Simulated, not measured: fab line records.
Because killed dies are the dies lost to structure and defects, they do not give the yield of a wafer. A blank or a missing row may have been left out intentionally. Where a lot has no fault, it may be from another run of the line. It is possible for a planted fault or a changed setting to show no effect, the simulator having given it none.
fab line records	flow nandHarc
record lots=6	wafers=18	lastDay=31
route steps=1302 shown A_BONDPAD@1217 END@1302
lots with no fault: from the same line, run without faults
startH: start of the lot's first displayed wafer, in hours after the record's first day	waitH: hours elapsed since this lot's preceding step	" unchanged from the row above	L1.1+2: a row that stands for several wafers	- no value, or no start given	* or withheld: withheld	< > ~ a bound
route shown NAME@n: NAME is a module with steps in the file, n the number in the route of the first one	usual: mean/standard deviation taken from wafers without a fault	same: alike in all rows	chamber/n: place in a boat	sites: each site's reading	_std_site: how widely they spread, as a standard deviation	_edge_site: inner sites' mean taken away from outer sites' mean	radiusMm: how far each site lies from the wafer's centre	mask NAME#n: copy n	behind: the last tool/chamber to shape the wafer	hold: reason for holding the lot/hours on hold/outcome of the hold	device: names the non-switching transistor (n, p or np)	end of line: tests run on the same wafers once the route is complete	for a step that has no rows: nothing shown but its recipe	killed: count of dies lost to structure and defects at first sort (not the wafer's yield)	map: shows each die of a wafer: x if killed, . if not, _ if none is there
set.NAME: the setting the step ran with; set.NAME@STEP: the setting that earlier step ran with	model.NAME: the simulator's own value behind a step, which no gauge read
certain route steps with their lots: each step a table, each wafer a row
services: a tool's chamber out of use, with start hour (startH, from the record's first day; less than 0 if before it), hours out, and reason
## steps
# step NHARC_A_BONDPAD_HARDBAKE_10
# recipe tempC=118	timeS=65
# step NHARC_A_BONDPAD_DESCUM_11
# recipe timeS=3	o2FlowSccm=200	arFlowSccm=0	biasPowerW=0	chemistry=O2
# step NHARC_A_BONDPAD_ETCH_34
# recipe targetDepthA=600	overetchA=180	timeS=65.91	ionEnergyEv=200	n2FlowSccm=150	h2FlowSccm=150	arFlowSccm=0	rfW=400	biasW=150	chemistry=N2/H2
# usual drypumpMotorCurrentA=5.77/0.27	mfcArSccm=0.006/0.0074	oesProductAu=1.000/0.01	rfVppV=431/3.2	showerheadPlenumPTorr=2.07/0.11	throttleValvePct=14.172/0.0093
lot.wafer	tool	chamber	startH	waitH	drypumpMotorCurrentA	mfcArSccm	oesProductAu	rfHoursCounterH	rfVppV	showerheadPlenumPTorr	throttleValvePct
L805.1	rieDiel-09	2	538.75	0.1	5.85	0.011	0.991	0	434	2.17	14.169
L805.4	"	1	"	"	6.05	0	1.001	0	427	1.93	14.168
L805.5	"	3	"	"	5.44	0	1.011	-	433	2.19	14.177
L812.2	rieDiel-09	2	605.10	0.1	5.83	0.011	0.999	2	434	2.17	14.160
L812.3	"	3	"	"	5.44	0	1.019	2	435	2.19	14.181
L812.5	"	3	"	"	5.45	0	1.020	-	435	2.19	14.174
L811.3	rieDiel-13	1	609.08	0.1	6.10	0	1.001	13	433	2.08	14.164
L811.2	"	3	"	"	5.16	0.020	0.997	11	430	2.09	14.160
L811.4	"	2	"	"	6.05	0	1.018	-	433	2.12	14.168
L817.1	rieDiel-09	3	664.36	0.1	5.45	0	1.010	4	435	2.19	14.169
L817.3	"	0	"	"	5.78	0.014	0.998	4	427	1.92	14.163
L817.2	"	1	"	"	6.06	0	0.982	4	427	1.93	14.154
L821.3	rieDiel-09	0	699.77	0.1	5.79	0.014	0.982	1	428	1.92	14.178
L821.4	"	2	"	"	5.83	0.011	0.988	0	435	2.17	14.163
L821.5	"	0	"	"	5.78	0.014	0.988	-	428	1.92	14.180
L819.3	rieDiel-09	3	701.24	0.1	5.44	0	1.006	1	435	2.19	14.191
L819.1	"	0	"	"	5.78	0.014	0.981	1	428	1.92	14.163
L819.5	"	3	"	"	5.47	0	1.006	-	434	2.19	14.177
# step NHARC_A_BONDPAD_ETCH_12
# recipe targetDepthA=2200	timeS=110	chf3FlowSccm=50	o2FlowSccm=10	arFlowSccm=200	rfW=500	biasW=200	chemistry=CHF3/O2
# usual drypumpMotorCurrentA=5.78/0.27	mfcArSccm=200.0/0.66	o2FlowSccm=10.00/0.031	oesProductAu=0.947/0.021	rfVppV=370.8/2.9	showerheadPlenumPTorr=2.42/0.13	throttleValvePct=20.572/0.0088
lot.wafer	tool	chamber	startH	waitH	drypumpMotorCurrentA	mfcArSccm	o2FlowSccm	oesProductAu	rfHoursCounterH	rfVppV	showerheadPlenumPTorr	throttleValvePct
L805.1	rieDiel-09	2	-	-	5.88	201.0	10.04	0.950	0	374.9	2.54	20.579
L805.4	"	3	"	"	5.43	199.6	9.95	0.944	0	375.0	2.57	20.561
L805.5	"	1	"	"	6.04	200.8	10.03	0.927	-	367.4	2.28	20.569
L812.3	rieDiel-09	0	-	-	5.81	200.1	10.01	0.935	2	368.1	2.28	20.578
L812.2	"	1	"	"	6.04	199.9	10.01	0.920	2	367.8	2.28	20.572
L812.5	"	3	"	"	5.41	199.5	9.99	0.927	-	371.5	2.57	20.580
L811.2	rieDiel-13	2	-	-	6.00	200.1	9.97	0.941	13	371.5	2.49	20.564
L811.3	"	1	"	"	6.07	199.9	10.08	0.910	13	371.9	2.45	20.579
L811.4	"	2	"	"	6.01	199.8	9.97	0.938	-	373.0	2.49	20.565
L817.2	rieDiel-09	3	-	-	5.44	199.8	9.99	0.963	4	375.1	2.57	20.569
L817.3	"	0	"	"	5.81	200.0	9.93	0.975	4	366.5	2.27	20.578
L817.1	"	1	"	"	6.04	200.0	9.99	0.949	4	367.6	2.28	20.569
L821.4	rieDiel-09	0	-	-	5.77	199.6	10.01	0.967	1	367.8	2.27	20.583
L821.3	"	1	"	"	6.05	199.9	9.99	0.966	1	368.9	2.28	20.556
L821.5	"	3	"	"	5.44	200.1	10.01	0.986	-	373.3	2.57	20.572
L819.3	rieDiel-09	0	-	-	5.78	199.2	10.00	0.953	1	367.6	2.27	20.582
L819.1	"	1	"	"	6.04	199.6	10.02	0.959	1	367.1	2.28	20.566
L819.5	"	3	"	"	5.45	200.0	9.96	0.964	-	372.7	2.57	20.564
# step NHARC_A_BONDPAD_CD_MEAS_13
# usual cdNm=500.6/2.1
lot.wafer	tool	chamber	startH	waitH	cdNm
L805.1	cdSem-02	-	538.98	-	504.9
L805.4	"	-	"	"	503.2
L805.5	"	-	"	"	499.3
L812.2	cdSem-02	-	605.33	-	498.5
L812.3	"	-	"	"	500.5
L812.5	"	-	"	"	498.2
L811.2	cdSem-02	-	609.35	-	498.6
L811.3	"	-	"	"	499.9
L811.4	"	-	"	"	502.5
L817.1	cdSem-01	-	664.58	-	497.3
L817.2	"	-	"	"	499.9
L817.3	"	-	"	"	496.9
L821.3	cdSem-03	-	700.00	-	502.5
L821.4	"	-	"	"	501.8
L821.5	"	-	"	"	502.9
L819.1	cdSem-03	-	701.50	-	499.3
L819.3	"	-	"	"	499.1
L819.5	"	-	"	"	500.9
# step NHARC_A_BONDPAD_STRIP_15
# recipe o2FlowSccm=500	arFlowSccm=0	biasW=0	chemistry=O2
# usual drypumpMotorCurrentA=5.6/0.47	mfcArSccm=0.006/0.0091	o2FlowSccm=500.0/1.4	oesProductAu=0.999/0.0092	rfVppV=57.8/0.88	showerheadPlenumPTorr=3.57/0.13	throttleValvePct=17.036/0.009
lot.wafer	tool	chamber	startH	waitH	drypumpMotorCurrentA	mfcArSccm	o2FlowSccm	oesProductAu	rfHoursCounterH	rfVppV	showerheadPlenumPTorr	throttleValvePct
L805.1	rieDiel-05	3	539.05	0.1	5.8	0	502.4	0.997	30	57.6	3.57	17.034
L805.4	"	2	"	"	5.9	0	501.4	1.003	37	59.0	3.53	17.042
L805.5	"	3	"	"	5.8	0	498.9	0.988	-	58.0	3.57	17.024
L812.3	rieDiel-13	1	605.42	0.1	6.0	0	500.7	1.002	12	58.6	3.59	17.043
L812.2	"	2	"	"	6.0	0	498.4	1.029	13	57.8	3.65	17.042
L812.5	"	0	"	"	5.8	0.023	498.5	1.010	-	56.3	3.51	17.038
L811.2	rieDiel-09	0	609.43	0.1	5.8	0.014	502.1	1.002	3	57.5	3.35	17.042
L811.3	"	2	"	"	5.8	0.011	498.1	0.994	2	58.5	3.73	17.036
L811.4	"	3	"	"	5.4	0	500.5	1.002	3	59.0	3.77	17.041
L817.3	rieDiel-13	3	664.67	0.1	5.2	0.020	500.0	0.995	23	57.7	3.60	17.036
L817.2	"	0	"	"	5.8	0.023	501.3	0.999	13	58.1	3.51	17.045
L817.1	"	1	"	"	6.1	0	499.5	0.988	24	57.6	3.59	17.017
L821.3	rieDiel-09	0	700.13	0.1	5.8	0.014	500.1	0.984	1	57.3	3.35	17.048
L821.5	"	3	"	"	5.4	0	497.8	1.006	-	57.2	3.77	17.043
L821.4	"	0	"	"	5.8	0.014	499.3	0.989	-	57.1	3.35	17.042
L819.1	rieDiel-09	2	701.57	0.1	5.9	0.011	500.4	1.000	0	56.6	3.73	17.062
L819.3	"	0	"	"	5.8	0.014	498.4	0.986	1	56.1	3.35	17.037
L819.5	"	2	"	"	5.8	0.011	497.6	1.008	-	57.4	3.73	17.033
# step NHARC_A_BONDPAD_ETCH_24
# recipe targetDepthA=300	overEtchFrac=0.3	timeS=72.99	ionEnergyEv=150	cf4FlowSccm=50	n2FlowSccm=100	arFlowSccm=150	rfW=300	biasW=100	chemistry=CF4/N2
# usual drypumpMotorCurrentA=5.6/0.46	mfcArSccm=150.0/0.47	oesProductAu=1.001/0.01	rfVppV=314.6/1.8	showerheadPlenumPTorr=2.65/0.095	throttleValvePct=19.795/0.0094
lot.wafer	tool	chamber	startH	waitH	drypumpMotorCurrentA	mfcArSccm	oesProductAu	rfHoursCounterH	rfVppV	showerheadPlenumPTorr	throttleValvePct
L805.1	rieDiel-05	2	-	-	5.9	149.2	0.996	37	312.9	2.63	19.795
L805.4	"	3	"	"	5.8	150.4	0.993	31	315.8	2.66	19.801
L805.5	"	2	"	"	5.9	149.5	0.993	-	315.0	2.63	19.792
L812.3	rieDiel-13	2	-	-	6.0	150.7	1.023	13	316.0	2.72	19.796
L812.2	"	1	"	"	6.1	149.8	1.005	13	315.8	2.68	19.788
L812.5	"	2	"	"	6.0	149.7	1.027	-	315.7	2.72	19.795
L811.3	rieDiel-09	0	-	-	5.8	149.9	1.009	3	313.1	2.49	19.773
L811.2	"	1	"	"	6.0	149.8	0.995	2	310.4	2.50	19.786
L811.4	"	3	"	"	5.4	150.1	1.011	3	316.4	2.81	19.800
L817.3	rieDiel-13	3	-	-	5.2	149.9	1.003	23	313.8	2.68	19.808
L817.2	"	0	"	"	5.8	150.1	1.008	13	314.9	2.61	19.798
L817.1	"	1	"	"	6.1	149.8	1.006	24	315.5	2.67	19.799
L821.3	rieDiel-09	0	700.28	0.1	5.8	150.7	0.984	1	312.2	2.49	19.814
L821.5	"	0	"	"	5.8	150.8	0.982	-	312.0	2.49	19.781
L821.4	"	1	"	"	6.1	149.8	1.004	-	312.4	2.50	19.807
L819.1	rieDiel-09	1	-	-	6.0	149.4	0.998	1	311.4	2.50	19.788
L819.3	"	3	"	"	5.5	150.9	1.016	1	319.5	2.81	19.791
L819.5	"	1	"	"	6.0	149.7	1.003	-	311.6	2.50	19.789
# step NHARC_A_BONDPAD_STRIP_16
# recipe timeS=600	tempC=30	chemistry=postEtchResidueRemover
# step NHARC_A_BONDPAD_DEGAS_25
# recipe tempC=300	timeS=60
# step NHARC_A_BONDPAD_PRE_CLEAN_26
# recipe timeS=30	tempC=280	gas=H2/He
# step NHARC_A_BONDPAD_PVD_17
# recipe targetThkA=50	biasV=168.6	powerW=15000	chamberPressurePa=0.12	timeS=8.06	substrateTempC=50	material=TaN
# step NHARC_A_BONDPAD_PVD_27
# recipe targetThkA=300	chamberPressurePa=5	powerW=5000	substrateTempC=30	timeS=20.49	material=Cu
# step NHARC_A_BONDPAD_ECD_18
# recipe targetThkA=4000	bathTempC=25	material=Cu
# usual bathHeatDutyPct=6.6/0.89	bathTempC=25.00/0.1
lot.wafer	tool	chamber	startH	waitH	bathHeatDutyPct	bathTempC
L805.1	ecdCu-02	0	539.96	-	7.0	25.03
L805.4	"	1	"	"	7.9	24.94
L805.5	"	1	"	"	6.7	24.93
L812.2	ecdCu-01	0	606.32	-	-	-
L812.3	"	0	"	"	-	-
L812.5	"	1	"	"	-	-
L811.2	ecdCu-02	0	610.39	-	-	-
L811.3	"	1	"	"	-	-
L811.4	"	0	"	"	-	-
L817.2	ecdCu-02	1	665.56	-	7.3	25.10
L817.1	"	0	"	"	6.8	25.29
L817.3	"	1	"	"	7.0	25.01
L821.4	ecdCu-02	1	701.14	-	7.0	24.78
L821.3	"	0	"	"	8.2	25.04
L821.5	"	1	"	"	6.5	25.09
L819.1	ecdCu-02	0	702.55	-	7.1	24.96
L819.3	"	0	"	"	7.0	25.02
L819.5	"	1	"	"	7.4	24.86
# step NHARC_A_BONDPAD_ANNEAL_28
# recipe tempC=225	timeS=90
# usual wafer_temp_C_max=226.3/0.34
lot.wafer	tool	chamber	startH	waitH	wafer_temp_C_max
L805.1	rtpAnneal-02	0	540.34	0.3	227.0
L805.4	"	0	"	"	226.3
L805.5	"	0	"	"	226.4
L812.2	rtpAnneal-02	0	606.75	0.4	226.0
L812.3	"	0	"	"	225.8
L812.5	"	0	"	"	226.1
L811.2	rtpAnneal-02	0	610.77	0.3	226.5
L811.3	"	0	"	"	226.8
L811.4	"	0	"	"	226.5
L817.1	rtpAnneal-01	0	665.93	-	226.5
L817.2	"	0	"	"	226.3
L817.3	"	0	"	"	226.2
L821.3	rtpAnneal-02	0	701.52	0.3	226.6
L821.4	"	0	"	"	226.5
L821.5	"	0	"	"	226.5
L819.1	rtpAnneal-01	0	702.90	0.3	226.9
L819.3	"	0	"	"	225.9
L819.5	"	0	"	"	226.2
# step NHARC_A_BONDPAD_CMP_19
# recipe tOverpolishS=30	cuRecessTouchS=16	targetThkNm=169.82
# step NHARC_A_BONDPAD_THK_MEAS_20
# recipe thkMeasGauge=xrf
# usual thkNm=169.7/1.6
lot.wafer	tool	chamber	startH	waitH	hold	thkNm
L805.1	filmMetro-01	-	541.00	-	-	171.0
L805.4	"	-	"	"	-	168.4
L805.5	"	-	"	"	-	169.2
L812.2	filmMetro-01	-	607.37	-	awaitDispo/0.2h/release	27.6
L812.3	"	-	"	"	awaitDispo/0.2h/release	29.8
L812.5	"	-	"	"	awaitDispo/0.2h/release	30.3
L812.2	filmMetro-01	-	607.55	0.2	-	32.1
L812.3	"	-	"	"	-	31.3
L812.5	"	-	"	"	-	30.1
L811.2	filmMetro-02	-	611.38	-	awaitDispo/0.2h/release	31.6
L811.3	"	-	"	"	awaitDispo/0.2h/release	29.1
L811.4	"	-	"	"	awaitDispo/0.2h/release	29.4
L811.2	filmMetro-02	-	611.56	0.2	-	29.3
L811.3	"	-	"	"	-	29.8
L811.4	"	-	"	"	-	29.2
L817.1	filmMetro-01	-	666.60	-	-	168.7
L817.2	"	-	"	"	-	167.4
L817.3	"	-	"	"	-	168.9
L821.3	filmMetro-02	-	702.09	-	-	169.8
L821.4	"	-	"	"	-	168.5
L821.5	"	-	"	"	-	167.9
L819.1	filmMetro-01	-	703.57	-	-	169.9
L819.3	"	-	"	"	-	171.4
L819.5	"	-	"	"	-	167.7
# step NHARC_END_SORT_01
# recipe tempC=25
# usual defectLimitedYield=91.6/2.8	killedAtArray=52/18	killedAtOther=0.6/1.1	killedAtPeriphery=3.7/2.4	killedDies=57/19	killedOpen=3.1/1.7	killedShort=2.5/1.7	sort_bin_2_pct=3.0/1.2	sort_bin_3_pct=0.6/0.38	sort_bin_4_pct=4.8/1.7	sortNPass=620/19	sortRimYieldPct=91/4.1	sortYieldPct=91.6/2.8
# same grossDies=677	sort_bin_5_pct[%]=0	sort_bin_6_pct[%]=0	sort_bin_7_pct[%]=0	sort_bin_8_pct[%]=0	sortRimNGross=106.00
lot.wafer	tool	chamber	startH	waitH	defectLimitedYield[%]	killedAtArray	killedAtOther	killedAtPeriphery	killedDies	killedOpen	killedShort	sort_bin_2_pct[%]	sort_bin_3_pct[%]	sort_bin_4_pct[%]	sortNPass	sortRimYieldPct[%]	sortYieldPct[%]
L805.1	prober-01	0	568.52	2.5	90.7	59	0	4	63	4	4	3.5	0.7	5.0	614	85	90.7
L805.4	prober-01	0	570.92	3.4	89.8	64	0	5	69	4	3	2.5	0.7	6.9	608	83	89.8
L805.5	prober-01	0	571.72	3.7	90.1	67	0	0	67	1	2	4.1	0.9	4.9	610	90	90.1
L821.3	prober-01	0	731.45	3.1	90.3	63	0	3	66	5	1	4.0	1.0	4.7	611	89	90.3
L821.4	prober-01	0	732.24	3.4	87.3	83	0	3	86	4	1	4.1	0.4	8.1	591	84	87.3
L821.5	prober-01	0	733.02	3.6	87.6	81	0	3	84	1	6	3.8	1.0	7.5	593	86	87.6
L819.1	prober-02	0	733.11	2.5	95.0	28	2	4	34	2	1	1.6	0.3	3.1	643	95	95.0
L819.3	prober-02	0	734.71	3.1	93.5	41	0	3	44	5	4	1.3	0.3	4.9	633	92	93.5
L819.5	prober-02	0	736.30	3.7	94.1	32	1	7	40	3	4	2.2	0.3	3.4	637	93	94.1
# killed by level:class
L805.1 A_SLIT:chamberFilmFlake=24 A_CHANNEL_HOLE_D2:chamberFilmFlake=18 A_STAIRCASE:chamberFilmFlake=6 A_CONTACT:chamberFilmFlake=3 A_CHANNEL_HOLE_D1:geometricParticle:short=2 A_CHANNEL_FILL_D2:chamberFilmFlake=2 P_CONTACT:geometricParticle:open=1 P_M0:geometricParticle:open=1
L805.4 A_SLIT:chamberFilmFlake=25 A_CHANNEL_HOLE_D2:chamberFilmFlake=19 A_STAIRCASE:chamberFilmFlake=7 A_ZERO_WELL:chamberFilmFlake=3 P_ZERO_WELL:chamberFilmFlake=2 A_WL_FILL:chamberFilmFlake=2 P_GATE:geometricParticle:open=1 P_M1:geometricParticle:open=1
L805.5 A_CHANNEL_HOLE_D2:chamberFilmFlake=26 A_SLIT:chamberFilmFlake=21 A_STAIRCASE:chamberFilmFlake=10 A_SGD_CUT:geometricParticle:short=2 A_CONTACT:chamberFilmFlake=2 A_CHANNEL_FILL_D2:chamberFilmFlake=2 A_WL_FILL:chamberFilmFlake=2 A_CONTACT:geometricParticle:open=1
L821.3 A_SLIT:chamberFilmFlake=38 A_CHANNEL_HOLE_D1:chamberFilmFlake=19 A_CHANNEL_FILL_D2:geometricParticle:open=2 P_GATE:geometricParticle:open=1 P_M0:geometricParticle:open=1 A_CHANNEL_FILL_D1:geometricParticle:short=1 A_BLC:geometricParticle:open=1 P_M2:chamberFilmFlake=1
L821.4 A_SLIT:chamberFilmFlake=33 A_CHANNEL_HOLE_D1:chamberFilmFlake=32 A_CONTACT:chamberFilmFlake=7 A_M0:geometricParticle:open=2 A_STAIRCASE:chamberFilmFlake=2 A_ONON_D1:geometricParticle:short=1 A_CHANNEL_HOLE_D1:geometricParticle:open=1 A_CHANNEL_FILL_D1:geometricParticle:open=1
L821.5 A_SLIT:chamberFilmFlake=40 A_CHANNEL_HOLE_D1:chamberFilmFlake=20 A_STAIRCASE:chamberFilmFlake=6 A_CONTACT:chamberFilmFlake=4 A_BONDPAD:chamberFilmFlake=3 A_DECK1_JOINT:geometricParticle:short=2 A_CHANNEL_FILL_D1:geometricParticle:short=1 A_ONON_D2:geometricParticle:open=1
L819.1 A_CHANNEL_HOLE_D1:chamberFilmFlake=13 A_SLIT:chamberFilmFlake=5 A_STAIRCASE:chamberFilmFlake=3 A_CONTACT:chamberFilmFlake=3 THIN_TSV:chamberFilmFlake=2 P_GATE:chamberFilmFlake=2 P_M2:chamberFilmFlake=2 A_CHANNEL_FILL_D1:geometricParticle:open=1
L819.3 A_CHANNEL_HOLE_D1:chamberFilmFlake=13 A_CONTACT:chamberFilmFlake=8 A_SLIT:chamberFilmFlake=7 A_DECK1_JOINT:geometricParticle:short=2 P_M2:chamberFilmFlake=2 A_STAIRCASE:chamberFilmFlake=2 A_WL_FILL:chamberFilmFlake=2 A_SOURCE_PLATE:geometricParticle:short=1
L819.5 A_CHANNEL_HOLE_D1:chamberFilmFlake=12 A_SLIT:chamberFilmFlake=6 P_GATE:chamberFilmFlake=4 A_CONTACT:chamberFilmFlake=4 A_STAIRCASE:chamberFilmFlake=3 P_ZERO_WELL:chamberFilmFlake=2 P_STI:geometricParticle:short=1 A_ONON_D1:geometricParticle:open=1
## services
tool	chamber	startH	hours	kind
ecdCu-02	-	517.84	2.9	repair
rieDiel-13	-	519.17	9.0	pm
ecdCu-02	-	525.17	0.6	repair
rieDiel-09	0	530.60	-	clean
rieDiel-09	1	530.60	-	clean
rieDiel-09	2	530.60	-	clean
rieDiel-09	3	530.60	-	clean
rieDiel-09	2	549.37	5.8	repair
rieDiel-09	3	550.99	3.4	repair
rieDiel-09	0	555.10	-	clean
rieDiel-09	1	555.10	-	clean
rieDiel-13	0	580.67	9.0	repair
rieDiel-05	-	586.36	9.0	pm
ecdCu-02	-	596.19	8.0	pm
rieDiel-13	2	598.16	1.7	repair
rieDiel-13	0	607.98	22.1	repair
rieDiel-13	3	631.30	3.7	repair
ecdCu-01	-	632.38	2.7	repair
rieDiel-05	0	646.93	4.1	repair
rieDiel-13	0	651.41	12.4	repair
rieDiel-09	-	674.10	9.0	pm
rieDiel-05	2	676.54	28.7	repair
ecdCu-01	-	688.20	8.0	pm
rieDiel-13	-	696.53	9.0	pm
## key
firstSign step=NHARC_A_BONDPAD_ECD_18	reading=toolRecord	direction=missing
effect step=NHARC_A_BONDPAD_THK_MEAS_20	reading=visit	direction=added
effect step=NHARC_A_BONDPAD_THK_MEAS_20	reading=thkNm	direction=down	sigmas=86	usual=169.7	struck=29.6
metAt NHARC_A_BONDPAD_ECD_18
struckWafers L811.2,L811.3,L811.4,L812.2,L812.3,L812.5
scrappedBehind NHARC_A_BONDPAD_THK_MEAS_20 L811.2,L811.3,L811.4,L812.2,L812.3,L812.5
onsetBetween 539.96 606.32
fault kind=skippedStepWhole	tool=ecdCu-01,ecdCu-02	chamber=-	onsetH=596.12	steps=NHARC_A_BONDPAD_ECD_18	scope=struckLotsOnly
